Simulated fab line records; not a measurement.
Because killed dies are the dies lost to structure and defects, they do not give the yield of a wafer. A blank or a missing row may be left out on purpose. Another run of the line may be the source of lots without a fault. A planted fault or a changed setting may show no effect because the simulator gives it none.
Split-lot experiment || flow n5-finfet || 7 lots, 21 wafers read, on a route of 1938 steps

== ABOUT THE SPLIT ==
At N5_BEOL_M1_COAT_05 (resist thk 30 nm), the setting spin-rpm was moved away from the recipe's 1500 rpm on 6 of the 21 wafers read, by -7.5% to +11.0%. This setting was run at the recipe's value on the other wafers.

== FROM THE SPLIT TO THE READING: what the file shows between them, 5 steps ==
- N5_BEOL_M1_EBR_07
- N5_BEOL_M1_SOFTBAKE_06: time 60 s
- N5_BEOL_M1_EXPOSE_08: exposes mask M1
- N5_BEOL_M1_PEB_09: peb time 60 s
- N5_BEOL_M1_DEVELOP_10: develop time 30 s

== THE READING ==
CAR-EUV_of_BEOL_M1_COAT_05.thk-nm (the simulator's own value, which no gauge read), in nm, at N5_BEOL_M1_DESCUM_16 (chemistry O2, time 7 s). The file does not state a usual value for it. Average 26.1 nm, standard deviation 0.12 nm, over the 15 wafers here run with the recipe.

{"wafer": "L078.2", "tool, chamber at the split": "litho-track-01, 0", "spin-rpm as run, rpm": 1500, "against the recipe": "recipe", "CAR-EUV_of_BEOL_M1_COAT_05.thk-nm, nm": 26.2, "against lot-mates on the recipe": "-"}
{"wafer": "L078.3", "tool, chamber at the split": "litho-track-01, 0", "spin-rpm as run, rpm": 1500, "against the recipe": "recipe", "CAR-EUV_of_BEOL_M1_COAT_05.thk-nm, nm": 26.2, "against lot-mates on the recipe": "-"}
{"wafer": "L078.4", "tool, chamber at the split": "litho-track-01, 0", "spin-rpm as run, rpm": 1500, "against the recipe": "recipe", "CAR-EUV_of_BEOL_M1_COAT_05.thk-nm, nm": 26.2, "against lot-mates on the recipe": "-"}
{"wafer": "L082.1", "tool, chamber at the split": "litho-track-04, 0", "spin-rpm as run, rpm": 1500, "against the recipe": "recipe", "CAR-EUV_of_BEOL_M1_COAT_05.thk-nm, nm": 26, "against lot-mates on the recipe": "-"}
{"wafer": "L082.5", "tool, chamber at the split": "litho-track-04, 0", "spin-rpm as run, rpm": 1500, "against the recipe": "recipe", "CAR-EUV_of_BEOL_M1_COAT_05.thk-nm, nm": 26, "against lot-mates on the recipe": "-"}
{"wafer": "L082.4", "tool, chamber at the split": "litho-track-04, 0", "spin-rpm as run, rpm": 1500, "against the recipe": "recipe", "CAR-EUV_of_BEOL_M1_COAT_05.thk-nm, nm": 25.8, "against lot-mates on the recipe": "-"}
{"wafer": "L085.3", "tool, chamber at the split": "litho-track-05, 0", "spin-rpm as run, rpm": 1500, "against the recipe": "recipe", "CAR-EUV_of_BEOL_M1_COAT_05.thk-nm, nm": 26, "against lot-mates on the recipe": "-"}
{"wafer": "L085.5", "tool, chamber at the split": "litho-track-05, 0", "spin-rpm as run, rpm": 1500, "against the recipe": "recipe", "CAR-EUV_of_BEOL_M1_COAT_05.thk-nm, nm": 26, "against lot-mates on the recipe": "-"}
{"wafer": "L085.6", "tool, chamber at the split": "litho-track-05, 0", "spin-rpm as run, rpm": 1387, "against the recipe": "-7.5%", "CAR-EUV_of_BEOL_M1_COAT_05.thk-nm, nm": 27.2, "against lot-mates on the recipe": "+1.2"}
{"wafer": "L086.1", "tool, chamber at the split": "litho-track-01, 0", "spin-rpm as run, rpm": 1399, "against the recipe": "-6.7%", "CAR-EUV_of_BEOL_M1_COAT_05.thk-nm, nm": 27.4, "against lot-mates on the recipe": "+1.2"}
{"wafer": "L086.4", "tool, chamber at the split": "litho-track-01, 0", "spin-rpm as run, rpm": 1399, "against the recipe": "-6.7%", "CAR-EUV_of_BEOL_M1_COAT_05.thk-nm, nm": 27.4, "against lot-mates on the recipe": "+1.2"}
{"wafer": "L086.3", "tool, chamber at the split": "litho-track-01, 0", "spin-rpm as run, rpm": 1500, "against the recipe": "recipe", "CAR-EUV_of_BEOL_M1_COAT_05.thk-nm, nm": 26.2, "against lot-mates on the recipe": "-"}
{"wafer": "L094.2", "tool, chamber at the split": "litho-track-01, 0", "spin-rpm as run, rpm": 1500, "against the recipe": "recipe", "CAR-EUV_of_BEOL_M1_COAT_05.thk-nm, nm": 26, "against lot-mates on the recipe": "-"}
{"wafer": "L094.4", "tool, chamber at the split": "litho-track-01, 0", "spin-rpm as run, rpm": 1665, "against the recipe": "+11.0%", "CAR-EUV_of_BEOL_M1_COAT_05.thk-nm, nm": 24.6, "against lot-mates on the recipe": -1.5}
{"wafer": "L094.5", "tool, chamber at the split": "litho-track-01, 0", "spin-rpm as run, rpm": 1500, "against the recipe": "recipe", "CAR-EUV_of_BEOL_M1_COAT_05.thk-nm, nm": 26.2, "against lot-mates on the recipe": "-"}
{"wafer": "L095.1", "tool, chamber at the split": "litho-track-01, 0", "spin-rpm as run, rpm": 1500, "against the recipe": "recipe", "CAR-EUV_of_BEOL_M1_COAT_05.thk-nm, nm": 26, "against lot-mates on the recipe": "-"}
{"wafer": "L095.3", "tool, chamber at the split": "litho-track-01, 0", "spin-rpm as run, rpm": 1500, "against the recipe": "recipe", "CAR-EUV_of_BEOL_M1_COAT_05.thk-nm, nm": 26, "against lot-mates on the recipe": "-"}
{"wafer": "L095.6", "tool, chamber at the split": "litho-track-01, 0", "spin-rpm as run, rpm": 1500, "against the recipe": "recipe", "CAR-EUV_of_BEOL_M1_COAT_05.thk-nm, nm": 26, "against lot-mates on the recipe": "-"}
{"wafer": "L096.3", "tool, chamber at the split": "litho-track-01, 0", "spin-rpm as run, rpm": 1500, "against the recipe": "recipe", "CAR-EUV_of_BEOL_M1_COAT_05.thk-nm, nm": 26.2, "against lot-mates on the recipe": "-"}
{"wafer": "L096.5", "tool, chamber at the split": "litho-track-01, 0", "spin-rpm as run, rpm": 1433, "against the recipe": "-4.5%", "CAR-EUV_of_BEOL_M1_COAT_05.thk-nm, nm": 26.6, "against lot-mates on the recipe": "+0.4"}
{"wafer": "L096.6", "tool, chamber at the split": "litho-track-01, 0", "spin-rpm as run, rpm": 1433, "against the recipe": "-4.5%", "CAR-EUV_of_BEOL_M1_COAT_05.thk-nm, nm": 26.8, "against lot-mates on the recipe": "+0.6"}

FIT RESULTS
A straight line over all 21 wafers: CAR-EUV_of_BEOL_M1_COAT_05.thk-nm changes by -0.155 nm for each +1% of spin-rpm; r = -0.97; the points scatter about the line by 0.15 nm.
The same after taking each lot's own level away (the mean of its wafers on the recipe; 21 wafers): -0.149 nm for each +1%; r = -0.98; scatter 0.11 nm.
According to that fit, moving spin-rpm by its largest amount changes the reading by 1.6 nm.
The lots' own levels span 25.93 to 26.20 nm, that is 2.2 times the standard deviation above.
So the lot-to-lot level changes the slope little: the two slopes agree.
Check: -1.77 nm against its lot-mates is what the line predicts for one of the wafers moved furthest among these (+11.0%) when that wafer is left out of the fit. Against them it came out at -1.5 nm.

== ADDITIONAL SPLITS CARRIED BY THESE WAFERS ==
Before the reading, these wafers also passed through other splits. Each is held against what the fit with the lots' levels taken away leaves over:
{"other split on the same wafers": "N5_HKMG_FIN_ETCH_58 source-w", "wafers away from the commonest value": 3, "r with CAR-EUV_of_BEOL_M1_COAT_05.thk-nm (lot level and that fit taken away)": "+0.11"}
{"other split on the same wafers": "N5_GATE_CUT_ETCH_58 bias-w", "wafers away from the commonest value": 5, "r with CAR-EUV_of_BEOL_M1_COAT_05.thk-nm (lot level and that fit taken away)": "+0.72"}
{"other split on the same wafers": "N5_GATE_CUT_ALD_22 ald-cycles", "wafers away from the commonest value": 3, "r with CAR-EUV_of_BEOL_M1_COAT_05.thk-nm (lot level and that fit taken away)": "+0.14"}
{"other split on the same wafers": "N5_MOL_CONTACT_COAG_ETCH_105 bias-w", "wafers away from the commonest value": 6, "r with CAR-EUV_of_BEOL_M1_COAT_05.thk-nm (lot level and that fit taken away)": "+0.15"}
{"other split on the same wafers": "N5_MOL_CONTACT_COAG_CONTACT_ETCH_14 source-w", "wafers away from the commonest value": 5, "r with CAR-EUV_of_BEOL_M1_COAT_05.thk-nm (lot level and that fit taken away)": "+0.36"}
{"other split on the same wafers": "N5_BEOL_M0_SAQP_PECVD_00 time-s", "wafers away from the commonest value": 7, "r with CAR-EUV_of_BEOL_M1_COAT_05.thk-nm (lot level and that fit taken away)": -0.39}
{"other split on the same wafers": "N5_BEOL_M0_SAQP_ILD_DEP_01 time-s", "wafers away from the commonest value": 2, "r with CAR-EUV_of_BEOL_M1_COAT_05.thk-nm (lot level and that fit taken away)": "+0.48"}
{"other split on the same wafers": "N5_BEOL_M0_SAQP_SPACER1_ALD_98 ald-cycles", "wafers away from the commonest value": 10, "r with CAR-EUV_of_BEOL_M1_COAT_05.thk-nm (lot level and that fit taken away)": -0.11}
{"other split on the same wafers": "N5_BEOL_M0_SAQP_ETCH_107 bias-w", "wafers away from the commonest value": 6, "r with CAR-EUV_of_BEOL_M1_COAT_05.thk-nm (lot level and that fit taken away)": "+0.11"}
{"other split on the same wafers": "N5_BEOL_M1_HM_DEP_02 target-thk-a", "wafers away from the commonest value": 8, "r with CAR-EUV_of_BEOL_M1_COAT_05.thk-nm (lot level and that fit taken away)": -0.09}

== THE WHOLE CHAIN: every reading that the file lists as answering this split, in the file's order ==
{"step": "N5_BEOL_M1_COAT_05", "what it does": "resist thk 30 nm", "reading": "CAR-EUV_of_BEOL_M1_COAT_05.thk-nm (the simulator's own value, which no gauge read)", "change (the file's fit)": "-0.138 nm for each +1% of the setting", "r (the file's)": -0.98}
{"step": "N5_BEOL_M1_DEVELOP_10", "what it does": "develop time 30 s", "reading": "CAR-EUV_of_BEOL_M1_COAT_05.thk-nm (the simulator's own value, which no gauge read)", "change (the file's fit)": "-0.132 nm for each +1% of the setting", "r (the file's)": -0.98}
{"step": "N5_BEOL_M1_DESCUM_16", "what it does": "chemistry O2, time 7 s", "reading": "CAR-EUV_of_BEOL_M1_COAT_05.thk-nm (the simulator's own value, which no gauge read)", "change (the file's fit)": "-0.148 nm for each +1% of the setting", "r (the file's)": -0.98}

== THE FILE'S OWN FIT ==
CAR-EUV_of_BEOL_M1_COAT_05.thk-nm changes by -0.148 nm for each +1% of spin-rpm, r = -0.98.
